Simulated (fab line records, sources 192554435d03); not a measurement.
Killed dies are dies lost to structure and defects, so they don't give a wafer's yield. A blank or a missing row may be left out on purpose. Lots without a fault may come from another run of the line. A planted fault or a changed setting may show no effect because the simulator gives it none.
fab line records | flow n5_finfet
record lots=11 wafers=33 last_day=19
route steps=1938 shown BEOL_M5@1127 PASSIVATION@1936
lots that met no fault: from a run of the same line without faults
start_h: hours from the record's first day to the start of the lot's first wafer shown | wait_h: hours since the lot's step before | " the same as in the row above | L1.1+2: a row that stands for several wafers | - no value, or no start given | * or withheld: withheld | < > ~ a bound
route shown NAME@n: a module of which the file shows steps, and the number in the route of the first | usual: mean/standard deviation of fault-free wafers | same: alike in all rows | chamber/n: place in a boat | sites: the reading at each site | _std_site: their standard deviation | _edge_site: outer sites' mean less inner sites' | radius_mm: how far each site lies from the wafer's centre | mask NAME#n: copy n | behind: the tool/chamber that last shaped the wafer | hold: why the lot was held/for how many hours/how that ended | device: the transistor (n, p or np) that didn't switch | end of line: the same wafers' tests at the end of the route | a step without rows: its recipe alone | killed: dies lost to structure and defects at the first sort, not the wafer's yield | map: a wafer's dies, x killed, . not, _ none there
set.NAME: the setting as run; set.NAME@STEP: as run at that earlier step | model.NAME: the simulator's own value behind a step, which no gauge read
steps of the route over a sample of lots; a table a step, a row a wafer
services: from which hour (start_h, from the record's first day; less than 0 if before it) a tool's chamber was out of use, for how many hours, and why
## steps
# step N5_BEOL_M5_OVL_MEAS_12
# recipe points_per_wafer=522
# usual M5_OVL=-0.2/0.59
# same points_per_wafer=522
# columns lot.wafer tool chamber start_h wait_h M5_OVL[nm]
L668.2 overlay-02 0 168.11 0.0 0.6
L668.5 " 0 " " 0.2
L668.6 " 0 " " 0.4
L669.2 overlay-02 0 184.90 0.0 -0.1
L669.3 " 0 " " 0.2
L669.4 " 0 " " -0.4
L670.2 overlay-02 0 191.78 0.0 -0.6
L670.4 " 0 " " -0.5
L670.5 " 0 " " 0.1
L674.3 overlay-01 0 204.24 0.0 -0.4
L674.5 " 0 " " -0.5
L674.6 " 0 " " -1.6
L677.2 overlay-01 0 226.29 0.0 0.8
L677.5 " 0 " " 0.3
L677.6 " 0 " " -0.1
L680.1 overlay-02 0 288.57 0.0 0.0
L680.2 " 0 " " 0.1
L680.5 " 0 " " 0.3
L681.1 overlay-02 0 302.84 0.0 -1.0
L681.2 " 0 " " -0.3
L681.4 " 0 " " -0.5
L679.1 overlay-02 0 303.28 0.0 -1.5
L679.5 " 0 " " 0.3
L679.6 " 0 " " -0.6
L686.3 overlay-02 0 308.62 0.0 -0.5
L686.4 " 0 " " 0.1
L686.6 " 0 " " 0.5
L689.1 overlay-01 0 316.15 0.0 -0.2
L689.5 " 0 " " -0.6
L689.6 " 0 " " -1.1
L690.4 overlay-01 0 335.33 0.0 0.1
L690.5 " 0 " " -0.3
L690.6 " 0 " " -0.1
# step N5_BEOL_M5_HM_OPEN_17
# recipe chemistry=Cl2/BCl3 target_depth_a=200 overetch_a=60 target=TiN mask_material=SOC ion_energy_ev=150 pressure_mtorr=10 icp_w=1000 bias_w=126 Cl2_flow_sccm=53.25 bcl3_flow_sccm=21.75 Ar_flow_sccm=25
# usual drypump_motor_current_A=5.89/0.29 he_backside_leak_sccm=3.36/0.21 mfc_cl2_sccm=53.23/0.16 oes_product_au=0.69/0.058 throttle_valve_pct=22.13/0.14
# columns lot.wafer tool chamber start_h wait_h drypump_motor_current_A he_backside_leak_sccm mfc_cl2_sccm oes_product_au rf_hours_counter_h throttle_valve_pct
L668.2 rie_metal-02 0 168.45 0.0 6.22 2.95 53.25 0.76 8 22.15
L668.5 " 1 " " 5.29 3.54 53.15 0.71 - 22.38
L668.6 " 0 " " 6.21 3.17 53.00 0.76 - 22.13
L669.2 rie_metal-01 0 185.23 0.0 5.60 3.11 53.10 0.81 2 21.97
L669.3 " 0 " " 5.60 3.05 52.93 0.81 - 21.98
L669.4 " 1 " " 6.20 3.44 53.09 0.68 - 22.09
L670.2 rie_metal-03 1 192.46 0.1 5.97 3.37 53.38 0.72 - 22.22
L670.4 " 1 " " 5.99 3.28 53.26 0.71 - 22.21
L670.5 " 1 " " 5.98 3.26 53.22 0.71 - 22.21
L674.3 rie_metal-02 0 204.60 0.1 6.17 3.20 53.19 0.75 - 22.15
L674.5 " 1 " " 5.31 3.18 53.57 0.71 - 22.39
L674.6 " 0 " " 6.21 2.91 53.46 0.75 - 22.14
L677.2 rie_metal-01 0 226.63 0.0 5.64 3.13 53.72 0.77 6 22.01
L677.5 " 1 " " 6.18 3.24 53.32 0.66 - 22.09
L677.6 " 0 " " 5.63 3.16 53.64 0.76 - 22.02
L680.1 rie_metal-03 1 288.91 0.0 5.97 3.32 53.40 0.67 35 22.24
L680.2 " 0 " " 6.01 3.53 53.06 0.61 58 21.96
L680.5 " 1 " " 5.95 3.17 53.18 0.68 - 22.25
L681.1 rie_metal-02 1 303.24 0.0 5.32 3.48 53.27 0.69 29 22.38
L681.2 " 0 " " 6.15 3.31 52.93 0.73 19 22.12
L681.4 " 0 " " 6.22 3.39 53.00 0.73 - 22.14
L679.1 rie_metal-03 1 303.69 0.0 5.94 3.34 53.27 0.67 36 22.25
L679.5 " 1 " " 5.94 3.30 53.19 0.67 - 22.24
L679.6 " 0 " " 5.99 3.59 53.02 0.61 - 21.95
L686.3 rie_metal-03 0 308.98 0.1 5.94 3.41 53.32 0.62 - 21.95
L686.4 " 1 " " 5.96 3.32 53.22 0.68 - 22.25
L686.6 " 0 " " 5.93 3.55 53.09 0.61 - 21.96
L689.1 rie_metal-01 0 316.49 0.0 5.66 3.12 53.04 0.72 15 22.03
L689.5 " 0 " " 5.65 3.20 53.34 0.72 - 22.03
L689.6 " 1 " " 6.20 3.70 53.28 0.64 - 22.12
L690.4 rie_metal-03 0 335.89 0.1 6.00 3.85 53.13 0.60 - 21.98
L690.5 " 0 " " 5.97 3.84 53.36 0.60 - 21.98
L690.6 " 1 " " 5.97 3.37 53.50 0.67 - 22.28
# step N5_BEOL_M5_STRIP_19
# recipe chemistry=O2 power_w=400 temp_c=40 pressure_mtorr=30 rf_frequency_hz=6e+07 bias_power_w=0 overash_fraction=0.2 o2_flow_sccm=225
# usual drypump_motor_current_A=6.0/0.4 oes_product_au=0.78/0.086 rf_vpp_V=3.6/0.49 showerhead_plenum_p_Torr=2.10/0.064 throttle_valve_pct=16.66/0.14
# same bias_power_w=0
# columns lot.wafer tool chamber start_h wait_h drypump_motor_current_A oes_product_au rf_hours_counter_h rf_vpp_V showerhead_plenum_p_Torr throttle_valve_pct
L668.2 rie_diel-04 1 168.62 0.1 5.4 0.80 83 3.1 2.03 16.72
L668.5 " 0 " " 5.5 0.71 - 4.9 2.08 16.75
L668.6 " 3 " " 6.1 0.90 - 3.8 2.06 16.54
L669.2 rie_diel-03 1 185.34 0.1 5.2 0.96 5 3.8 2.13 16.54
L669.3 " 0 " " 5.5 0.73 176 3.4 2.01 17.00
L669.4 " 0 " " 5.5 0.72 - 3.6 2.01 16.98
L670.2 rie_diel-04 2 192.63 0.1 6.0 0.70 223 3.4 2.08 16.64
L670.4 " 1 " " 5.4 0.80 89 3.2 2.03 16.74
L670.5 " 1 " " 5.4 0.80 - 3.6 2.03 16.76
L674.3 rie_diel-04 1 204.69 0.1 5.4 0.80 93 3.1 2.03 16.77
L674.5 " 2 " " 6.0 0.69 - 3.5 2.08 16.63
L674.6 " 3 " " 6.1 0.89 - 3.8 2.06 16.55
L677.2 rie_diel-04 2 226.74 0.1 6.0 0.69 232 3.7 2.08 16.64
L677.5 " 3 " " 6.0 0.87 - 4.2 2.06 16.57
L677.6 " 2 " " 6.0 0.69 - 3.4 2.08 16.67
L680.1 rie_diel-04 0 289.02 0.1 5.5 0.69 234 3.8 2.07 16.82
L680.2 " 1 " " 5.4 0.77 121 4.0 2.02 16.81
L680.5 " 3 " " 6.0 0.85 - 4.2 2.05 16.60
L681.1 rie_diel-02 3 303.43 0.2 5.6 0.84 65 3.6 2.23 16.60
L681.2 " 1 " " 6.4 0.70 223 3.0 2.08 16.66
L681.4 " 2 " " 6.4 0.82 77 4.4 2.14 16.62
L679.1 rie_diel-02 3 303.80 0.1 5.5 0.83 65 2.7 2.23 16.61
L679.5 " 2 " " 6.3 0.82 - 3.2 2.14 16.61
L679.6 " 1 " " 6.4 0.71 - 2.8 2.08 16.65
L686.3 rie_diel-02 1 309.06 0.1 6.4 0.70 224 3.6 2.08 16.65
L686.4 " 0 " " 6.3 0.68 223 3.6 2.07 16.77
L686.6 " 1 " " 6.4 0.70 - 4.3 2.08 16.65
L689.1 rie_diel-02 0 316.60 0.1 6.3 0.68 224 3.3 2.07 16.76
L689.5 " 0 " " 6.3 0.69 - 3.4 2.07 16.78
L689.6 " 3 " " 5.5 0.84 - 3.9 2.23 16.61
L690.4 rie_diel-03 2 335.99 0.1 5.7 0.89 - 3.5 2.05 16.62
L690.5 " 0 " " 5.5 0.69 - 3.3 1.99 17.07
L690.6 " 3 " " 5.7 0.85 - 3.1 2.13 16.55
# step N5_BEOL_M5_COAT_22
# recipe resist=CAR-EUV spin_rpm=1500 resist_thk_nm=30
# usual spin_speed_rpm=1500.0/0.93
# columns lot.wafer tool chamber start_h wait_h spin_speed_rpm
L668.2 litho_track-02 0 170.85 - 1500.7
L668.5 " 0 " " 1501.1
L668.6 " 0 " " 1499.6
L669.2 litho_track-02 0 186.87 - 1499.9
L669.3 " 0 " " 1501.7
L669.4 " 0 " " 1500.3
L670.2 litho_track-05 0 193.28 - 1500.4
L670.4 " 0 " " 1500.1
L670.5 " 0 " " 1500.7
L674.3 litho_track-03 0 207.79 - 1501.2
L674.5 " 0 " " 1501.9
L674.6 " 0 " " 1501.3
L677.2 litho_track-03 0 226.85 - 1501.3
L677.5 " 0 " " 1501.4
L677.6 " 0 " " 1500.6
L680.1 litho_track-03 0 290.06 - 1537.7
L680.2 " 0 " " 1538.2
L680.5 " 0 " " 1538.0
L679.1 litho_track-03 0 306.82 - 1536.5
L679.5 " 0 " " 1538.3
L679.6 " 0 " " 1538.5
L681.1 litho_track-05 0 306.83 - 1499.2
L681.2 " 0 " " 1499.9
L681.4 " 0 " " 1500.3
L686.3 litho_track-02 0 312.32 - 1500.5
L686.4 " 0 " " 1499.7
L686.6 " 0 " " 1499.9
L689.1 litho_track-05 0 319.61 - 1500.0
L689.5 " 0 " " 1500.4
L689.6 " 0 " " 1499.5
L690.4 litho_track-02 0 337.75 - 1499.4
L690.5 " 0 " " 1499.9
L690.6 " 0 " " 1499.2
# step N5_PASSIVATION_PROBE_49
# usual defect_limited_yield=91.2/1.4 killed_at_M0_to_M3=36/10 killed_at_M4_up=13/5.1 killed_at_contacts=12/5.4 killed_at_front_end=39/11 killed_at_other=3.5/2.4 killed_dies=104/17 killed_open=67/13 killed_short=36/8.3 sort_bin_5_function=5.2/0.98 sort_bin_6_memory=3.3/0.68 sort_n_pass=1076/17 sort_yield_pct=91.2/1.4
# same gross_dies=1180 killed_at_back_side=0 sort_bin_4_leakage[%]=0 sort_bin_8_speed[%]=0
# columns lot.wafer tool chamber start_h wait_h defect_limited_yield[%] killed_at_M0_to_M3 killed_at_M4_up killed_at_contacts killed_at_front_end killed_at_other killed_dies killed_open killed_short sort_bin_5_function[%] sort_bin_6_memory[%] sort_n_pass sort_yield_pct[%]
L680.1 prober-02 - 410.47 0.9 88.8 46 7 11 64 4 132 81 46 6.0 4.4 1048 88.8
L680.2 prober-02 - 410.52 0.9 90.3 35 14 17 46 3 115 73 42 6.2 3.2 1065 90.3
L680.5 prober-02 - 410.67 1.1 90.1 50 11 15 39 2 117 75 40 6.4 3.1 1063 90.1
L686.3 prober-01 - 435.14 0.1 91.7 31 9 11 40 7 98 63 35 4.8 3.1 1082 91.7
L686.4 prober-01 - 435.19 0.2 91.9 23 13 11 44 4 95 70 24 4.5 3.3 1085 91.9
L686.6 prober-01 - 435.29 0.3 91.9 24 13 21 36 2 96 73 23 4.6 3.3 1084 91.9
# killed by level:class
L680.1 STI_FIN_REVEAL:geometric_particle:open=12 BEOL_M0_SAQP:geometric_particle:open=11 FIN_SAQP:geometric_particle:open=10 FIN_SAQP:geometric_particle:short=9 MOL_CONTACT_COAG:geometric_particle:open=9 BEOL_M0_SAQP:geometric_particle:short=7 DUMMY_GATE:geometric_particle:open=6 STI_FIN_REVEAL:geometric_particle:short=5
L680.2 STI_FIN_REVEAL:geometric_particle:open=13 MOL_CONTACT_COAG:geometric_particle:open=13 BEOL_M0_SAQP:geometric_particle:short=11 BEOL_M0_SAQP:geometric_particle:open=7 GATE_CUT:geometric_particle:short=5 BEOL_M4:geometric_particle:open=5 BEOL_M2:geometric_particle:short=5 BEOL_M3:geometric_particle:open=5
L680.5 BEOL_M0_SAQP:geometric_particle:short=12 BEOL_M0_SAQP:geometric_particle:open=12 FIN_SAQP:geometric_particle:open=10 MOL_CONTACT_COAG:geometric_particle:open=10 BEOL_M2:geometric_particle:open=9 BEOL_M3:geometric_particle:open=6 BEOL_M1:geometric_particle:open=5 GATE_CUT:geometric_particle:short=5
L686.3 DUMMY_GATE:geometric_particle:open=13 BEOL_M1:geometric_particle:open=9 MOL_CONTACT_COAG:geometric_particle:open=8 BEOL_M0_SAQP:geometric_particle:short=6 FIN_SAQP:geometric_particle:open=5 BEOL_M3:geometric_particle:open=5 STI_FIN_REVEAL:geometric_particle:open=4 BEOL_M1:geometric_particle:short=4
L686.4 MOL_CONTACT_COAG:geometric_particle:open=11 STI_FIN_REVEAL:geometric_particle:open=11 DUMMY_GATE:geometric_particle:open=11 BEOL_M4:geometric_particle:open=6 FIN_SAQP:geometric_particle:short=5 BEOL_M0_SAQP:geometric_particle:open=5 BEOL_M0_SAQP:geometric_particle:short=4 BEOL_M0:geometric_particle:short=4
L686.6 MOL_CONTACT_COAG:geometric_particle:open=19 FIN_SAQP:geometric_particle:open=10 STI_FIN_REVEAL:geometric_particle:open=9 BEOL_M1:geometric_particle:open=8 BEOL_M4:geometric_particle:open=7 BEOL_M0_SAQP:geometric_particle:open=6 FIN_SAQP:geometric_particle:short=4 BEOL_M1:geometric_particle:short=4
## services
# columns tool chamber start_h hours kind
rie_diel-03 1 151.97 - clean
rie_diel-03 1 151.97 - consumable_replace:focus_ring
rie_diel-03 1 151.97 16.5 scheduled_down
rie_diel-03 1 151.97 16.5 vent_cycle
rie_diel-02 1 157.61 19.4 repair
rie_diel-04 - 165.30 1.5 repair
rie_metal-03 0 166.05 1.4 repair
rie_diel-03 3 185.10 - clean
rie_diel-03 3 185.10 - consumable_replace:focus_ring
rie_diel-03 3 185.10 14.8 scheduled_down
rie_diel-03 3 185.10 14.8 vent_cycle
rie_metal-03 0 187.29 8.3 repair
rie_diel-03 3 204.86 4.9 repair
rie_diel-03 2 206.36 7.5 repair
litho_track-05 - 222.73 - consumable_replace:filter
rie_diel-03 2 235.29 - clean
rie_metal-03 1 242.54 4.7 repair
rie_metal-03 0 253.58 10.4 repair
rie_diel-04 2 276.93 - clean
rie_diel-04 2 276.93 - consumable_replace:focus_ring
rie_diel-04 2 276.93 23.6 scheduled_down
rie_diel-04 2 276.93 23.6 vent_cycle
rie_diel-04 - 291.47 14.6 pm
rie_diel-03 1 298.37 98.2 repair
## key
first_sign step=N5_BEOL_M5_COAT_22 reading=spin_speed_rpm direction=up sigmas=41 usual=* struck=*
effect none on later readings
met_at N5_BEOL_M5_COAT_22
struck_lots L679,L680
not_acting_at N5_BEOL_M5_OVL_MEAS_12,N5_BEOL_M5_HM_OPEN_17,N5_BEOL_M5_STRIP_19
onset_between 226.85 290.06
fault kind=process_parameter_drift tool=litho_track-03 chamber=- onset_h=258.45 steps=N5_BEOL_M5_COAT_22 channel=spin_rpm offset=* shape=step end_h=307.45 acts_in=* stated=*
